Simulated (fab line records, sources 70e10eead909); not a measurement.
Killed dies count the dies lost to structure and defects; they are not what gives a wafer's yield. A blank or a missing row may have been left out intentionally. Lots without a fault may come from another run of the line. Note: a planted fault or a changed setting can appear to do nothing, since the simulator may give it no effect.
Matching of chambers	flow nand-harc	4 sister chambers for NHARC_A_STAIRCASE_ETCH_253 on rie-diel-13
The step etches the open film in C4F8/O2, target depth 50 nm, time 20.2 s. 14 wafers are shown with their chamber, then 7 later ones without.

== WAFERS WITH THEIR CHAMBER ==
wafer	chamber	rf-vpp-V (V)	rf-fwd-power-W (W)	bias-w (W)
L078.1	1	900	585	998.8
L078.3	2	900	585	1000.5
L078.6	3	905	591	1000.4
L081.2	0	901	585	1001.0
L081.3	2	900	589	998.4
L081.4	1	902	586	999.3
L085.1	0	900	588	999.7
L085.2	1	901	587	1000.2
L085.3	2	900	586	1003.6
L088.3	1	899	585	1001.8
L088.4	3	904	592	1004.9
L088.6	0	900	586	996.3
L092.4	1	899	590	998.7
L092.5	3	906	592	1001.1

SIGNATURES, as means of the wafers listed above
reading	chamber 0	chamber 1	chamber 2	chamber 3	scatter within a chamber
rf-vpp-V	900.33	900.20	900.00	905.00	0.973
rf-fwd-power-W	586.33	586.60	586.67	591.67	1.77
bias-w	999.000	999.760	1000.833	1002.133	2.09
Rule: for each reading, subtract the chamber's mean from the wafer's reading, divide by that reading's scatter and square the result; add these up over the readings and take the root, which gives the wafer's distance from the chamber. If the next closest chamber is less than 2 further off than the closest, the wafer can't be placed; otherwise it belongs to the closest. The scatter: the root of (the sum of the squares of (reading less its chamber's mean) over the shown wafers, divided by (wafers less chambers)).

== WAFERS WITH NO CHAMBER GIVEN ==
wafer	rf-vpp-V (V)	rf-fwd-power-W (W)	bias-w (W)
L092.6	899	583	1000.0
L093.2	900	586	995.4
L093.4	901	584	1002.1
L093.6	906	587	1003.6
L097.1	905	590	1001.2
L097.2	899	584	993.2
L097.3	900	589	998.1

== CHAMBER TAKEN BY EACH ==
wafer	from the rows above	in truth
L092.6	can't be placed: 2 or 0 or 1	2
L093.2	can't be placed: 0 or 1 or 2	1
L093.4	can't be placed: 2 or 1 or 0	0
L093.6	3	3
L097.1	3	3
L097.2	can't be placed: 0 or 1 or 2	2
L097.3	can't be placed: 1 or 0 or 2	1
Correct placement for 2 of the 7. Not placeable from these rows: 5 (in 5, the candidates include the true chamber). Placed wrongly: 0.
